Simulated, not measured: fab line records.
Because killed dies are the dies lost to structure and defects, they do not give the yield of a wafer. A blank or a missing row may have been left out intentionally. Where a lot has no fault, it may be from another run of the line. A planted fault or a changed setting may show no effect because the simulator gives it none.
Which tool was responsible? + flow nand-harc + 21 wafers from 7 lots sampled at 4 of the route's 1302 steps

== WHAT THE GAUGES SHOWED, per wafer ==
NHARC_P_STI_INSPECT_25.
| lot  | measured     | on                | raw-defect-count |
|------|--------------|-------------------|------------------|
| L565 | day 4 22:06  | defect-inspect-01 | 197 175 196      |
| L563 | day 5 11:28  | defect-inspect-02 | 195 397 287      |
| L568 | day 6 01:28  | defect-inspect-02 | 242 158 193      |
| L572 | day 7 19:49  | defect-inspect-01 | 135 261 88       |
| L577 | day 10 01:58 | defect-inspect-02 | 645 600 584      |
| L579 | day 10 16:08 | defect-inspect-01 | 167 105 144      |
| L585 | day 13 01:11 | defect-inspect-01 | 191 159 273      |

== WHICH TOOL RAN EACH LOT (tool, then ch and the chambers of the sampled wafers, then the start) ==
| lot  | NHARC_P_ZERO_WELL_DESCUM_54       | NHARC_P_STI_CMP_21            | NHARC_P_STI_STRIP_24                |
|------|-----------------------------------|-------------------------------|-------------------------------------|
| L565 | rie-diel-04 ch 1,2,3, day 2 22:02 | cmp-03 ch 0,3, day 4 14:04    | wet-bench-09 ch 2,3,5, day 4 14:25  |
| L563 | rie-diel-06 ch 2,3, day 3 15:35   | cmp-01 ch 0,1, day 5 03:00    | wet-bench-07 ch 0,3,7, day 5 03:21  |
| L568 | rie-diel-04 ch 2,3, day 4 03:56   | cmp-01 ch 0,1,3, day 5 16:58  | wet-bench-09 ch 1,3,6, day 5 17:16  |
| L572 | rie-diel-02 ch 0,1,3, day 5 19:55 | cmp-03 ch 0,1,2, day 7 11:55  | wet-bench-09 ch 0,2,5, day 7 12:11  |
| L577 | rie-diel-06 ch 0,2,3, day 7 21:48 | cmp-04 ch 0,1,3, day 9 14:28  | wet-bench-09 ch 5,6,7, day 9 14:48  |
| L579 | rie-diel-06 ch 1,2,3, day 8 20:34 | cmp-04 ch 1,2,3, day 10 07:40 | wet-bench-07 ch 1,2,4, day 10 08:00 |
| L585 | rie-diel-04 ch 2,3, day 11 05:39  | cmp-01 ch 1,2, day 12 17:15   | wet-bench-06 ch 0,6,7, day 12 17:34 |
- NHARC_P_ZERO_WELL_DESCUM_54: chemistry O2, time 3 s.
- NHARC_P_STI_CMP_21: polishes, t overpolish 20 s, target thk 380.67 nm.
- NHARC_P_STI_STRIP_24: strips Si3N4 in H3PO4.

== THE ANSWER, worked out from the rows above alone ==
Rule: the usual values come from the lots themselves. The widest of any qualifying gaps counts: lots, ordered by their means at a reading, are off when they make up no more than a third of the lots, leave a main group of 4 or more, and stand apart from it by 3 or more times the standard deviation of that group's means. If all means in a main group match to the digits the tables above print for the reading, that group is not used. Also off: a lot with no number at a reading for which 4 or more lots have one. Where the step has rows for the other lots, those lots are counted as sound.
Off: L577, at NHARC_P_STI_INSPECT_25 (raw-defect-count). The main group: mean 198, standard deviation 48.
If a tool, at a process step before that reading, ran all the lots that are off and no sound lot after the first of them, it fits. Gauges at NHARC_P_STI_INSPECT_25: tried the same way as those tools. Can't be told from this: 2 tools fit, wet-bench-09 at NHARC_P_STI_STRIP_24, defect-inspect-02 at NHARC_P_STI_INSPECT_25.

== WHAT THE SIMULATOR HAD INSERTED ==
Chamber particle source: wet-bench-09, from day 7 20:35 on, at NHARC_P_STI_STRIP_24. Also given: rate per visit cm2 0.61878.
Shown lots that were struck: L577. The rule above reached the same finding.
